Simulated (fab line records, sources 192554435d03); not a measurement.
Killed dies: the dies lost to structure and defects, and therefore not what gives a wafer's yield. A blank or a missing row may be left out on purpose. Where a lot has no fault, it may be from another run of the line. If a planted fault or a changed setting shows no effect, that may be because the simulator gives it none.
Which tool did it? + flow n5Finfet + Sampling: 24 lots, 72 wafers, 6 of 1938 route steps

== WHAT THE GAUGES SHOWED, per wafer ==
N5_BEOL_M5_OVL_MEAS_29. Usual: for V4_OVL the level is -0.4 nm and the standard deviation is 0.7.
| lot  | measured     | on         | V4_OVL (nm)    | flag |
|------|--------------|------------|----------------|------|
| L074 | day 8 05:20  | overlay-01 | -0.4 -0.1 -0.6 |      |
| L075 | day 8 12:30  | overlay-01 | -0.3 -0.9 -0.4 |      |
| L076 | day 8 12:47  | overlay-02 | -0.9 0.1 -0.7  |      |
| L077 | day 9 02:52  | overlay-01 | 0.2 -0.3 0.3   |      |
| L078 | day 9 06:43  | overlay-02 | -0.1 -0.3 -0.6 |      |
| L080 | day 9 13:13  | overlay-02 | -1.1 -0.9 -0.6 |      |
| L079 | day 9 13:30  | overlay-02 | -0.1 -0.1 -0.9 |      |
| L081 | day 9 21:56  | overlay-02 | -1.7 0.6 -1.0  |      |
| L083 | day 10 10:10 | overlay-01 | -0.6 -0.9 -1.0 |      |
| L082 | day 10 11:23 | overlay-02 | -0.8 -1.0 -0.5 |      |
| L084 | day 10 13:59 | overlay-01 | 0.2 -0.7 -0.8  |      |
| L085 | day 10 23:18 | overlay-02 | -1.6 -1.5 -0.6 |      |
| L086 | day 11 12:07 | overlay-02 | -0.2 -1.2 0.6  |      |
| L087 | day 11 18:17 | overlay-02 | -0.2 -0.1 -0.8 |      |
| L089 | day 12 14:34 | overlay-01 | -0.7 1.2 0.7   |      |
| L088 | day 12 20:31 | overlay-02 | -0.9 -0.8 -1.3 |      |
| L090 | day 13 01:38 | overlay-01 | -1.7 -0.2 -1.3 |      |
| L091 | day 13 01:52 | overlay-02 | -1.2 1.1 -0.4  |      |
| L092 | day 13 09:16 | overlay-01 | -0.2 0.1 0.7   |      |
| L093 | day 13 09:13 | overlay-02 | -1.6 -0.2 -0.6 |      |
| L094 | day 13 18:13 | overlay-02 | -0.5 -0.5 -0.2 |      |
| L095 | day 14 01:01 | overlay-01 | 0.4 0.4 0.0    |      |
| L097 | day 14 09:10 | overlay-01 | -1.3 -0.3 -0.1 |      |
| L096 | day 14 11:56 | overlay-02 | 0.5 -1.3 -1.4  |      |

N5_BEOL_M6_OVL_MEAS_12. Usual: for M6_OVL the level is 0.3 nm and the standard deviation is 0.83.
| lot  | measured     | on         | M6_OVL (nm)    | flag |
|------|--------------|------------|----------------|------|
| L074 | day 8 22:25  | overlay-02 | 0.1 0.6 0.1    |      |
| L075 | day 8 22:28  | overlay-01 | -0.3 -0.1 0.5  |      |
| L076 | day 8 22:57  | overlay-02 | 0.8 0.6 -0.1   |      |
| L077 | day 9 12:07  | overlay-01 | 0.9 1.2 0.8    |      |
| L078 | day 9 16:58  | overlay-01 | 0.8 0.2 0.8    |      |
| L080 | day 9 22:16  | overlay-01 | 0.7 0.1 0.3    |      |
| L079 | day 10 01:52 | overlay-02 | -1.0 -0.7 0.2  |      |
| L081 | day 10 09:11 | overlay-02 | 1.1 1.2 2.5    |      |
| L083 | day 10 21:38 | overlay-02 | 0.8 0.3 1.3    |      |
| L082 | day 10 21:58 | overlay-02 | -2.1 -0.3 -0.8 |      |
| L084 | day 11 00:47 | overlay-01 | -1.1 -0.3 -1.1 |      |
| L085 | day 11 08:01 | overlay-02 | -0.4 -1.0 -0.6 |      |
| L086 | day 11 23:43 | overlay-01 | 0.1 1.3 0.8    |      |
| L087 | day 12 07:40 | overlay-02 | 0.9 0.8 0.6    |      |
| L089 | day 13 02:04 | overlay-01 | 0.4 -0.9 -0.2  |      |
| L088 | day 13 10:17 | overlay-01 | 1.2 1.2 1.8    |      |
| L090 | day 13 15:36 | overlay-02 | 0.1 -0.5 -0.1  |      |
| L091 | day 13 15:53 | overlay-02 | 0.0 -0.5 -0.2  |      |
| L092 | day 13 20:46 | overlay-01 | 0.7 0.8 1.6    |      |
| L093 | day 13 19:31 | overlay-02 | -0.3 -0.2 -0.9 |      |
| L094 | day 14 03:25 | overlay-01 | 1.2 1.0 2.0    |      |
| L095 | day 14 11:13 | overlay-02 | 0.2 -0.6 -1.2  |      |
| L097 | day 14 19:32 | overlay-01 | 0.1 0.4 -0.1   |      |
| L096 | day 15 00:49 | overlay-01 | 0.7 0.5 1.0    |      |

== WHAT TOOL EACH LOT RAN ON (gives the tool, then ch and the chambers of the sampled wafers, and finally the start) ==
| lot  | N5_BEOL_M5_ETCH_72                | N5_BEOL_M5_STRIP_36               | N5_BEOL_M5_ANNEAL_89        | N5_BEOL_M5_SPUTTER_90       |
|------|-----------------------------------|-----------------------------------|-----------------------------|-----------------------------|
| L074 | rieDiel-06 ch 0,1, day 8 02:05    | rieDiel-02 ch 0,1,2, day 8 05:38  | pvdSputter-02, day 8 13:50  | pvdSputter-02, day 8 14:51  |
| L075 | rieDiel-02 ch 0,2, day 8 07:15    | rieDiel-06 ch 0,3, day 8 12:48    | pvdSputter-03, day 8 17:36  | pvdSputter-03, day 8 18:36  |
| L076 | rieDiel-06 ch 1,2,3, day 8 09:04  | rieDiel-06 ch 0,1,2, day 8 13:11  | pvdSputter-01, day 8 18:14  | pvdSputter-01, day 8 19:14  |
| L077 | rieDiel-06 ch 1,2,3, day 9 02:00  | rieDiel-04 ch 1,3, day 9 03:14    | pvdSputter-03, day 9 08:01  | pvdSputter-03, day 9 09:01  |
| L078 | rieDiel-04 ch 0,1,3, day 9 04:16  | rieDiel-02 ch 0,1,3, day 9 07:02  | pvdSputter-02, day 9 12:16  | pvdSputter-02, day 9 13:16  |
| L080 | rieDiel-04 ch 0,2, day 9 12:09    | rieDiel-04 ch 0,1, day 9 13:32    | pvdSputter-01, day 9 18:52  | pvdSputter-01, day 9 19:53  |
| L079 | rieDiel-06 ch 1,2,3, day 9 12:43  | rieDiel-02 ch 0,1,2, day 9 13:49  | pvdSputter-03, day 9 19:39  | pvdSputter-03, day 9 20:40  |
| L081 | rieDiel-02 ch 2,3, day 9 21:07    | rieDiel-02 ch 2,3, day 9 22:15    | pvdSputter-03, day 10 04:47 | pvdSputter-03, day 10 05:47 |
| L083 | rieDiel-02 ch 0,2, day 10 09:16   | rieDiel-06 ch 0,2,3, day 10 10:41 | pvdSputter-03, day 10 15:56 | pvdSputter-03, day 10 16:57 |
| L082 | rieDiel-04 ch 1,3, day 10 09:28   | rieDiel-06 ch 0,1,2, day 10 11:42 | pvdSputter-02, day 10 16:37 | pvdSputter-02, day 10 17:37 |
| L084 | rieDiel-04 ch 1,2,3, day 10 12:55 | rieDiel-04 ch 1,2,3, day 10 14:17 | pvdSputter-03, day 10 20:22 | pvdSputter-03, day 10 21:23 |
| L085 | rieDiel-02 ch 0,2, day 10 22:28   | rieDiel-04 ch 0,1,2, day 10 23:37 | pvdSputter-02, day 11 04:36 | pvdSputter-02, day 11 05:37 |
| L086 | rieDiel-04 ch 0,1,2, day 11 11:02 | rieDiel-02 ch 0,2,3, day 11 12:44 | pvdSputter-02, day 11 17:35 | pvdSputter-02, day 11 18:35 |
| L087 | rieDiel-06 ch 0,1,2, day 11 13:20 | rieDiel-06 ch 0,1,2, day 11 19:10 | pvdSputter-02, day 11 23:46 | pvdSputter-02, day 12 00:46 |
| L089 | rieDiel-04 ch 1,2, day 12 13:38   | rieDiel-06 ch 0,2,3, day 12 14:52 | pvdSputter-03, day 12 19:43 | pvdSputter-03, day 12 20:44 |
| L088 | rieDiel-02 ch 0,2,3, day 12 19:45 | rieDiel-06 ch 1,3, day 12 20:50   | pvdSputter-02, day 13 01:44 | pvdSputter-02, day 13 02:44 |
| L090 | rieDiel-02 ch 0,3, day 13 00:46   | rieDiel-04 ch 2,3, day 13 02:04   | pvdSputter-02, day 13 08:17 | pvdSputter-02, day 13 09:18 |
| L091 | rieDiel-04 ch 0,3, day 13 01:00   | rieDiel-02 ch 1,2, day 13 02:27   | pvdSputter-03, day 13 09:00 | pvdSputter-03, day 13 10:01 |
| L092 | rieDiel-06 ch 1,2, day 13 01:50   | rieDiel-04 ch 0,1,3, day 13 09:55 | pvdSputter-03, day 13 16:25 | pvdSputter-03, day 13 17:25 |
| L093 | rieDiel-02 ch 0,1,2, day 13 03:22 | rieDiel-04 ch 0,1,2, day 13 09:32 | pvdSputter-01, day 13 14:35 | pvdSputter-01, day 13 15:35 |
| L094 | rieDiel-02 ch 0,2, day 13 16:42   | rieDiel-04 ch 1,2,3, day 13 18:43 | pvdSputter-03, day 13 23:34 | pvdSputter-03, day 14 00:34 |
| L095 | rieDiel-06 ch 0,2,3, day 13 23:44 | rieDiel-04 ch 0,1,3, day 14 01:20 | pvdSputter-01, day 14 06:35 | pvdSputter-01, day 14 07:35 |
| L097 | rieDiel-02 ch 0,1,2, day 14 08:25 | rieDiel-04 ch 0,1,3, day 14 09:29 | pvdSputter-01, day 14 15:20 | pvdSputter-01, day 14 16:21 |
| L096 | rieDiel-06 ch 0,1,3, day 14 10:46 | rieDiel-02 ch 0,1,3, day 14 12:15 | pvdSputter-03, day 14 17:46 | pvdSputter-03, day 14 18:47 |
- N5_BEOL_M5_ETCH_72: etches underlayer in N2/H2, target depth 6.5 nm, time 5.2 s.
- N5_BEOL_M5_STRIP_36: strips in N2/H2.
- N5_BEOL_M5_ANNEAL_89: time 1800 s.
- N5_BEOL_M5_SPUTTER_90: material Cu, target thk 4.5 nm, time 8.29 s.

== WHAT THE TOOLS THEMSELVES READ (means of the sampled wafers that have a number; where no wafer has one, the mark that the record gives instead) ==
N5_BEOL_M5_ETCH_72. Usual: drypumpMotorCurrentA 5.8 A, standard deviation 0.55; etchRfOnTimeS 5.23 s, standard deviation 0.21; oesProductAu 0.65 a.u., standard deviation 0.082; rfVppV 524.0 V, standard deviation 2.6; showerheadPlenumPTorr 2.55 Torr, standard deviation 0.086; throttleValvePct 17.8 %, standard deviation 0.32.
| lot  | tool       | drypumpMotorCurrentA (A) | etchRfOnTimeS (s) | oesProductAu (a.u.) | rfVppV (V) | showerheadPlenumPTorr (Torr) | throttleValvePct (%) | flag |
|------|------------|--------------------------|-------------------|---------------------|------------|------------------------------|----------------------|------|
| L074 | rieDiel-06 | 5.7                      | 5.18              | 0.65                | 524.7      | 2.62                         | 17.8                 |      |
| L075 | rieDiel-02 | 6.4                      | 5.00              | 0.77                | 523.8      | 2.54                         | 17.5                 |      |
| L076 | rieDiel-06 | 5.6                      | 5.07              | 0.70                | 522.6      | 2.49                         | 17.7                 |      |
| L077 | rieDiel-06 | 5.6                      | 5.15              | 0.69                | 522.5      | 2.49                         | 17.7                 |      |
| L078 | rieDiel-04 | 5.8                      | 5.44              | 0.60                | 524.5      | 2.57                         | 17.8                 |      |
| L080 | rieDiel-04 | 5.2                      | 5.41              | 0.62                | 526.6      | 2.65                         | 17.8                 |      |
| L079 | rieDiel-06 | 5.6                      | 5.09              | 0.69                | 523.4      | 2.49                         | 17.7                 |      |
| L081 | rieDiel-02 | 6.4                      | 5.27              | 0.61                | 520.9      | 2.47                         | 17.9                 |      |
| L083 | rieDiel-02 | 6.3                      | 5.02              | 0.68                | 521.6      | 2.48                         | 17.8                 |      |
| L082 | rieDiel-04 | 6.2                      | 5.42              | 0.59                | 523.2      | 2.56                         | 17.7                 |      |
| L084 | rieDiel-04 | 5.7                      | 5.33              | 0.60                | 525.3      | 2.55                         | 17.8                 |      |
| L085 | rieDiel-02 | 6.4                      | 4.98              | 0.74                | 524.3      | 2.54                         | 17.5                 |      |
| L086 | rieDiel-04 | 5.5                      | 5.33              | 0.61                | 526.7      | 2.63                         | 17.8                 |      |
| L087 | rieDiel-06 | 5.8                      | 5.22              | 0.67                | 524.6      | 2.55                         | 17.8                 |      |
| L089 | rieDiel-04 | 5.8                      | 5.30              | 0.59                | 525.7      | 2.62                         | 17.8                 |      |
| L088 | rieDiel-02 | 6.4                      | 5.24              | 0.65                | 521.2      | 2.51                         | 17.8                 |      |
| L090 | rieDiel-02 | 6.4                      | 5.38              | 0.64                | 524.3      | 2.55                         | 17.8                 |      |
| L091 | rieDiel-04 | 5.5                      | 5.33              | 0.68                | 526.2      | 2.67                         | 17.8                 |      |
| L092 | rieDiel-06 | 6.0                      | 5.19              | 0.70                | 523.7      | 2.49                         | 17.7                 |      |
| L093 | rieDiel-02 | 5.9                      | 5.04              | 0.74                | 523.4      | 2.53                         | 17.5                 |      |
| L094 | rieDiel-02 | 6.4                      | 4.99              | 0.72                | 523.3      | 2.53                         | 17.5                 |      |
| L095 | rieDiel-06 | 5.8                      | 5.19              | 0.63                | 522.4      | 2.51                         | 18.1                 |      |
| L097 | rieDiel-02 | 6.0                      | 5.05              | 0.73                | 524.4      | 2.53                         | 17.5                 |      |
| L096 | rieDiel-06 | 5.5                      | 5.22              | 0.62                | 522.9      | 2.53                         | 17.9                 |      |

N5_BEOL_M5_STRIP_36. Usual: drypumpMotorCurrentA 5.8 A, standard deviation 0.54; oesProductAu 0.76 a.u., standard deviation 0.095; rfVppV 59.2 V, standard deviation 1.5; showerheadPlenumPTorr 2.57 Torr, standard deviation 0.089; throttleValvePct 23.5 %, standard deviation 0.4.
| lot  | tool       | drypumpMotorCurrentA (A) | oesProductAu (a.u.) | rfVppV (V) | showerheadPlenumPTorr (Torr) | throttleValvePct (%) | flag |
|------|------------|--------------------------|---------------------|------------|------------------------------|----------------------|------|
| L074 | rieDiel-02 | 5.9                      | 0.80                | 59.8       | 2.54                         | 23.3                 |      |
| L075 | rieDiel-06 | 5.7                      | 0.73                | 56.9       | 2.58                         | 24.0                 |      |
| L076 | rieDiel-06 | 5.8                      | 0.83                | 60.1       | 2.56                         | 23.4                 |      |
| L077 | rieDiel-04 | 6.2                      | 0.71                | 59.4       | 2.56                         | 23.5                 |      |
| L078 | rieDiel-02 | 6.0                      | 0.79                | 59.4       | 2.58                         | 23.3                 |      |
| L080 | rieDiel-04 | 5.6                      | 0.74                | 59.1       | 2.65                         | 23.5                 |      |
| L079 | rieDiel-02 | 6.0                      | 0.79                | 60.3       | 2.54                         | 23.3                 |      |
| L081 | rieDiel-02 | 6.4                      | 0.72                | 58.3       | 2.50                         | 23.7                 |      |
| L083 | rieDiel-06 | 5.8                      | 0.76                | 59.3       | 2.51                         | 23.9                 |      |
| L082 | rieDiel-06 | 5.8                      | 0.80                | 58.5       | 2.55                         | 23.4                 |      |
| L084 | rieDiel-04 | 5.7                      | 0.70                | 59.1       | 2.55                         | 23.4                 |      |
| L085 | rieDiel-04 | 5.5                      | 0.71                | 59.6       | 2.63                         | 23.4                 |      |
| L086 | rieDiel-02 | 6.4                      | 0.79                | 59.7       | 2.51                         | 23.4                 |      |
| L087 | rieDiel-06 | 5.9                      | 0.79                | 59.7       | 2.55                         | 23.4                 |      |
| L089 | rieDiel-06 | 5.8                      | 0.75                | 58.0       | 2.51                         | 23.9                 |      |
| L088 | rieDiel-06 | 5.3                      | 0.76                | 58.2       | 2.50                         | 23.2                 |      |
| L090 | rieDiel-04 | 5.2                      | 0.79                | 59.2       | 2.63                         | 23.2                 |      |
| L091 | rieDiel-02 | 5.9                      | 0.81                | 58.3       | 2.48                         | 23.5                 |      |
| L092 | rieDiel-04 | 5.8                      | 0.80                | 60.2       | 2.66                         | 23.4                 |      |
| L093 | rieDiel-04 | 5.5                      | 0.70                | 59.1       | 2.62                         | 23.5                 |      |
| L094 | rieDiel-04 | 5.7                      | 0.78                | 59.6       | 2.64                         | 23.3                 |      |
| L095 | rieDiel-04 | 5.8                      | 0.78                | 58.6       | 2.66                         | 23.4                 |      |
| L097 | rieDiel-04 | 5.8                      | 0.79                | 59.9       | 2.65                         | 23.4                 |      |
| L096 | rieDiel-02 | 6.0                      | 0.84                | 58.7       | 2.56                         | 23.1                 |      |

N5_BEOL_M5_ANNEAL_89. Usual: heaterPowerW reads 914 W (standard deviation 87).
| lot  | tool          | heaterPowerW (W) | flag |
|------|---------------|------------------|------|
| L074 | pvdSputter-02 | 812              |      |
| L075 | pvdSputter-03 | 912              |      |
| L076 | pvdSputter-01 | 916              |      |
| L077 | pvdSputter-03 | 952              |      |
| L078 | pvdSputter-02 | 864              |      |
| L080 | pvdSputter-01 | 987              |      |
| L079 | pvdSputter-03 | 862              |      |
| L081 | pvdSputter-03 | 871              |      |
| L083 | pvdSputter-03 | 826              |      |
| L082 | pvdSputter-02 | 896              |      |
| L084 | pvdSputter-03 | 897              |      |
| L085 | pvdSputter-02 | 900              |      |
| L086 | pvdSputter-02 | 943              |      |
| L087 | pvdSputter-02 | 884              |      |
| L089 | pvdSputter-03 | 916              |      |
| L088 | pvdSputter-02 | 934              |      |
| L090 | pvdSputter-02 | 870              |      |
| L091 | pvdSputter-03 | 973              |      |
| L092 | pvdSputter-03 | 862              |      |
| L093 | pvdSputter-01 | 969              |      |
| L094 | pvdSputter-03 | 919              |      |
| L095 | pvdSputter-01 | 920              |      |
| L097 | pvdSputter-01 | 979              |      |
| L096 | pvdSputter-03 | 868              |      |

N5_BEOL_M5_SPUTTER_90. Usual: substrateTempC -20.00 C, standard deviation 0.1; throttleValvePct 30.1 %, standard deviation 0.83.
| lot  | tool          | substrateTempC (C) | throttleValvePct (%) | flag |
|------|---------------|--------------------|----------------------|------|
| L074 | pvdSputter-02 | -20.01             | 29.9                 |      |
| L075 | pvdSputter-03 | -20.14             | 30.2                 |      |
| L076 | pvdSputter-01 | -19.95             | 29.2                 |      |
| L077 | pvdSputter-03 | -20.11             | 30.2                 |      |
| L078 | pvdSputter-02 | -20.04             | 30.1                 |      |
| L080 | pvdSputter-01 | -20.02             | 29.7                 |      |
| L079 | pvdSputter-03 | -19.95             | 30.6                 |      |
| L081 | pvdSputter-03 | -20.00             | 30.6                 |      |
| L083 | pvdSputter-03 | -20.02             | 29.9                 |      |
| L082 | pvdSputter-02 | -20.04             | 29.8                 |      |
| L084 | pvdSputter-03 | -20.01             | 30.7                 |      |
| L085 | pvdSputter-02 | -20.03             | 30.0                 |      |
| L086 | pvdSputter-02 | -19.93             | 29.8                 |      |
| L087 | pvdSputter-02 | -19.97             | 30.1                 |      |
| L089 | pvdSputter-03 | -20.07             | 30.5                 |      |
| L088 | pvdSputter-02 | -20.00             | 29.8                 |      |
| L090 | pvdSputter-02 | -19.98             | 30.0                 |      |
| L091 | pvdSputter-03 | -20.10             | 30.7                 |      |
| L092 | pvdSputter-03 | -20.02             | 30.7                 |      |
| L093 | pvdSputter-01 | -19.98             | 29.8                 |      |
| L094 | pvdSputter-03 | -20.03             | 30.3                 |      |
| L095 | pvdSputter-01 | -20.01             | 29.3                 |      |
| L097 | pvdSputter-01 | -19.96             | 29.9                 |      |
| L096 | pvdSputter-03 | -19.95             | 30.5                 |      |

== THE ANSWER, worked out from the rows above alone ==
Rule: lot off if the mean of its wafers having a number is beyond 3 standard deviations from the usual mean. Also off: a lot with no number at a reading for which 4 or more lots have one. Where the step has rows for the other lots, those lots are counted as sound. The gauges are gone through in route order, then the tools' own readings, and for those a lot's mean is taken as printed above. The first step at which some lot is off is used, and at that step the reading that is off furthest; a lot without a number counts as furthest.
Nothing can be told from this: no lot is off at any reading shown.

== WHAT THE SIMULATOR HAD INSERTED ==
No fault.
